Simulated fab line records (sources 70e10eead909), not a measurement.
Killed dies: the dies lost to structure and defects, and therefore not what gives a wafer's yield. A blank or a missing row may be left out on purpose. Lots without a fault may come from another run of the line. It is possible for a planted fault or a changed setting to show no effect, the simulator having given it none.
Struck lot and sound lot, side by side / flow nandHarc / 27 out of 1159 route steps
Sound: the wafers L234.1, L234.5, L234.6. Struck: wafer L220.2. The cause is named last.
Per side, at each step with rows, come the tool, then ch with its chambers, and then its first start. Under that, the readings that differ: sound wafers / struck wafers / difference of the means / sigmas: that difference in standard deviations of wafers without a fault.
alike: words and numbers the same on both sides, and readings whose means are apart by under 2 such deviations; not compared: readings that were withheld, readings missing a value for some wafer, numbers with overlapping values and no deviation given by the record, and bounds like >300 which may hide the same value.
The two part at a step that has a row with sigmas, a row that says differs or no value, or rows on one side only. Numbers that have no deviation but don't overlap get no sigmas and don't part them. A reading missing from all wafers of one side parts the sides only when that side holds two or more wafers.

first, 7 steps without rows for these wafers: NHARC_A_M1_COAT_34 (time 65 s); NHARC_A_M1_COAT_03 (resist thk 90 nm); NHARC_A_M1_SOFTBAKE_04 (time 55 s); NHARC_A_M1_EBR_05; NHARC_A_M1_EXPOSE_06 (exposes mask A M1, target cd 120 nm); NHARC_A_M1_PEB_07 (peb time 65 s); NHARC_A_M1_DEVELOP_08 (develop time 35 s).
NHARC_A_M1_CD_MEAS_09 targets a cd of 120 nm.
  sound on cdSem-02 ch 0, day 21 20:04; struck on cdSem-01 ch 0, day 18 12:50
  alike: cdNm
NHARC_A_M1_OVL_MEAS_10: pitch 240 nm.
  sound on overlay-02, day 21 20:10; struck on overlay-01, day 18 12:55
  alike: overlayXNm, overlayYNm
NHARC_A_M1_INSPECT_11:
  sound on defectInspect-02, day 21 20:11; struck on defectInspect-01, day 18 12:59
  alike: rawDefectCount
NHARC_A_M1_DESCUM_14: chemistry O2, time 3 s.
  sound on rieDiel-08 ch 0,3, day 21 20:16; struck on rieDiel-05 ch 2, day 18 13:03
  alike: drypumpMotorCurrentA, oesProductAu, rfVppV, showerheadPlenumPTorr, throttleValvePct
  not compared: rfHoursCounterH
NHARC_A_M1_ETCH_35: etches the open film in N2/H2, target depth 40 nm, overetch 12 nm, time 43.94 s.
  sound on rieDiel-08 ch 0,3, day 21 20:21; struck on rieDiel-05 ch 1, day 18 13:08
  alike: biasW, drypumpMotorCurrentA, oesProductAu, rfVppV, showerheadPlenumPTorr, throttleValvePct
  not compared: rfHoursCounterH
NHARC_A_M1_ETCH_15: etches the open film in C4F8/Ar, target depth 182.5 nm, time 91.2 s.
  sound on rieDiel-08 ch 0,1,2, day 21 20:27; struck on rieDiel-05 ch 0, day 18 13:14
  alike: biasW, oesProductAu, rfVppV
  not compared: rfHoursCounterH
NHARC_A_M1_CD_MEAS_16:
  sound on cdSem-03, day 21 20:34; struck on cdSem-01, day 18 13:20
  alike: cdNm
then, 1 step without rows for these wafers: NHARC_A_M1_STRIP_18 (strips in N2/H2).
NHARC_A_M1_ETCH_28: etches the open film in CF4/N2, target depth 30 nm, time 72.99 s.
  sound: rieDiel-08 ch 0,1,2; struck: rieDiel-08 ch 1
  alike: biasW, drypumpMotorCurrentA, oesProductAu, rfVppV, showerheadPlenumPTorr, throttleValvePct
  not compared: rfHoursCounterH
then, 3 steps without rows for these wafers: NHARC_A_M1_STRIP_19 (strips in post etch residue remover, time 600 s); NHARC_A_M1_DEGAS_29 (time 60 s); NHARC_A_M1_PRE_CLEAN_30 (time 30 s).
NHARC_A_M1_PVD_20: deposits TaN, target thk 5 nm, time 8.06 s.
  sound on pvdSputter-01; struck on pvdSputter-02
  alike: chamberPressurePa, throttleValvePct
then, 2 steps without rows for these wafers: NHARC_A_M1_PVD_21 (deposits Cu, target thk 30 nm, time 20.49 s); NHARC_A_M1_ECD_22 (material Cu, target thk 400 nm).
NHARC_A_M1_ANNEAL_31: time 90 s.
  sound on rtpAnneal-02 ch 0, day 21 22:02; struck on rtpAnneal-01 ch 0, day 18 14:50
  alike: annealTempC, wafer_temp_C_max
then, 1 step without rows for these wafers: NHARC_A_M1_CMP_23 (polishes, t overpolish 20 s, target thk 154.34 nm).
NHARC_A_M1_THK_MEAS_24: measures by xrf.
  sound on filmMetro-01, day 21 22:41; struck on filmMetro-01, day 18 15:27
  alike: thkNm
then, 1 step without rows for these wafers: NHARC_A_M1_SRD_25.
NHARC_END_SORT_01:
  sound on prober-02 ch 0, day 23 08:47; struck on prober-02 ch 0, day 20 06:38
reading=defectLimitedYield (%); sound=94.1 93.1 95.4; struck=89.2; difference=-5.0; sigmas=-3
reading=killedAtArray; sound=38 42 30; struck=70; difference=+33; sigmas=+3
reading=killedDies; sound=40 47 31; struck=73; difference=+34; sigmas=+3
reading=sort_bin_2_pct (%); sound=2.1 2.5 1.8; struck=4.9; difference=+2.8; sigmas=+4
reading=sort_bin_3_pct (%); sound=0.30 0.30 0.15; struck=1.92; difference=+1.67; sigmas=+8
reading=sortNPass; sound=637 630 646; struck=604; difference=-34; sigmas=-3
reading=sortRimYieldPct (%); sound=91.5 91.5 94.3; struck=79.2; difference=-13.2; sigmas=-5
reading=sortYieldPct (%); sound=94.1 93.1 95.4; struck=89.2; difference=-5.0; sigmas=-3
  alike: killedAtOther, killedAtPeriphery, killedOpen, killedShort, sort_bin_4_pct

WHERE THEY PART
Within this record, at NHARC_END_SORT_01 only.

WHY: what the simulator had put in
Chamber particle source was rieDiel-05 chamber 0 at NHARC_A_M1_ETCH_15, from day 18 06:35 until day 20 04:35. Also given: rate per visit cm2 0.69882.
